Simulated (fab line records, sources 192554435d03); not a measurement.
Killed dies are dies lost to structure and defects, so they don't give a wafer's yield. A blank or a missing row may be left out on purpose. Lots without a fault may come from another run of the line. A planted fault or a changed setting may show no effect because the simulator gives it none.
fab line records | flow n5_finfet
record lots=7 wafers=21
route steps=1938 shown TV_OPEN@1890 PAD_METAL@1895
start_h: hours from the record's first day to the start of the lot's first wafer shown | wait_h: hours since the lot's step before | " the same as in the row above | L1.1+2: a row that stands for several wafers | - no value, or no start given | * or withheld: withheld | < > ~ a bound
route shown NAME@n: a module of which the file shows steps, and the number in the route of the first | usual: mean/standard deviation of fault-free wafers | same: alike in all rows | chamber/n: place in a boat | sites: the reading at each site | _std_site: their standard deviation | _edge_site: outer sites' mean less inner sites' | radius_mm: how far each site lies from the wafer's centre | mask NAME#n: copy n | behind: the tool/chamber that last shaped the wafer | hold: why the lot was held/for how many hours/how that ended | device: the transistor (n, p or np) that didn't switch | end of line: the same wafers' tests at the end of the route | a step without rows: its recipe alone | killed: dies lost to structure and defects at the first sort, not the wafer's yield | map: a wafer's dies, x killed, . not, _ none there
set.NAME: the setting as run; set.NAME@STEP: as run at that earlier step | model.NAME: the simulator's own value behind a step, which no gauge read
lots whose settings were changed on purpose; a table a step, a row a wafer
## steps
# step N5_PASSIVATION_ETCH_15
# recipe chemistry=CF4/N2 target=SiCN target_depth_a=750 taper_deg=2 time_s=81.2 ion_energy_ev=150 mask_material=SiNx pressure_mtorr=40 source_w=430 bias_w=70 Ar_flow_sccm=100 cf4_flow_sccm=60 n2_flow_sccm=60
# usual rf_vpp_V=382.1/1.4
# columns lot.wafer tool chamber start_h wait_h set.bias_w rf_vpp_V model.etch.depth_nm
L075.1 rie_diel-02 2 - - 70 382.7 65.17
L075.2 " 1 " " 70 382.6 64.41
L075.3 " 0 " " 64.93 364.0 60.16
L081.1 rie_diel-06 2 - - 70 381.9 63.42
L081.2 " 3 " " 79.66 413.7 70.36
L081.5 " 0 " " 79.66 415.2 68.36
L082.1 rie_diel-06 2 - - 70 381.4 63.61
L082.2 " 3 " " 70 379.3 67.29
L082.5 " 3 " " 74.84 397.3 68.88
L084.3 rie_diel-04 3 - - 70 382.5 64.1
L084.5 " 1 " " 70 385.4 64.62
L084.6 " 2 " " 70 380.2 64.56
L094.3 rie_diel-06 0 - - 59.28 344.0 62.46
L094.4 " 3 " " 70 381.2 66.53
L094.5 " 0 " " 59.28 343.2 61.82
L096.2 rie_diel-04 2 - - 70 380.4 65.49
L096.3 " 3 " " 70 382.0 64.84
L096.4 " 0 " " 70 382.1 66.11
L097.3 rie_diel-04 2 - - 59.1 340.0 61.26
L097.5 " 1 " " 59.1 344.3 60.59
L097.6 " 2 " " 70 380.8 65.05
# step N5_PASSIVATION_SPUTTER_20
# recipe material=TaN target_thk_a=500 temp_c=25 chamber_pressure_pa=0.4
# columns lot.wafer tool chamber start_h wait_h set.target_thk_a model.TaN_of_PASSIVATION_SPUTTER_20.thk_nm
L075.1 pvd_sputter-02 - 265.30 0.0 500 50.6
L075.2 " - " " 500 51.4
L075.3 " - " " 500 50.8
L081.1 pvd_sputter-01 - 296.78 0.0 500 49.4
L081.2 " - " " 527.3 52.4
L081.5 " - " " 500 49.8
L082.1 pvd_sputter-03 - 299.03 0.0 500 50
L082.2 " - " " 500 49.8
L082.5 " - " " 500 49
L084.3 pvd_sputter-01 - 319.08 0.0 500 49.4
L084.5 " - " " 454.3 44.8
L084.6 " - " " 500 49
L094.3+5 pvd_sputter-02 - 425.85 0.0 500 49.8
L094.4 " - " " 500 50
L096.2 pvd_sputter-03 - 431.83 0.0 500 50.2
L096.3 " - " " 500 49.6
L096.4 " - " " 500 48.8
L097.3 pvd_sputter-03 - 455.97 0.0 500 50.8
L097.5 " - " " 500 50.2
L097.6 " - " " 547.8 55.6
## key
split step=N5_PASSIVATION_ETCH_15 setting=bias_w stated=70 by=wafer
response step=N5_PASSIVATION_ETCH_15 reading=rf_vpp_V change=+2.45 per=1% r=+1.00
response step=N5_PASSIVATION_ETCH_15 reading=model.etch.depth_nm change=+0.353 per=1% r=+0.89
split step=N5_PASSIVATION_SPUTTER_20 setting=target_thk_a stated=500 by=wafer
response step=N5_PASSIVATION_SPUTTER_20 reading=model.TaN_of_PASSIVATION_SPUTTER_20.thk_nm change=+0.509 per=1% r=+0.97
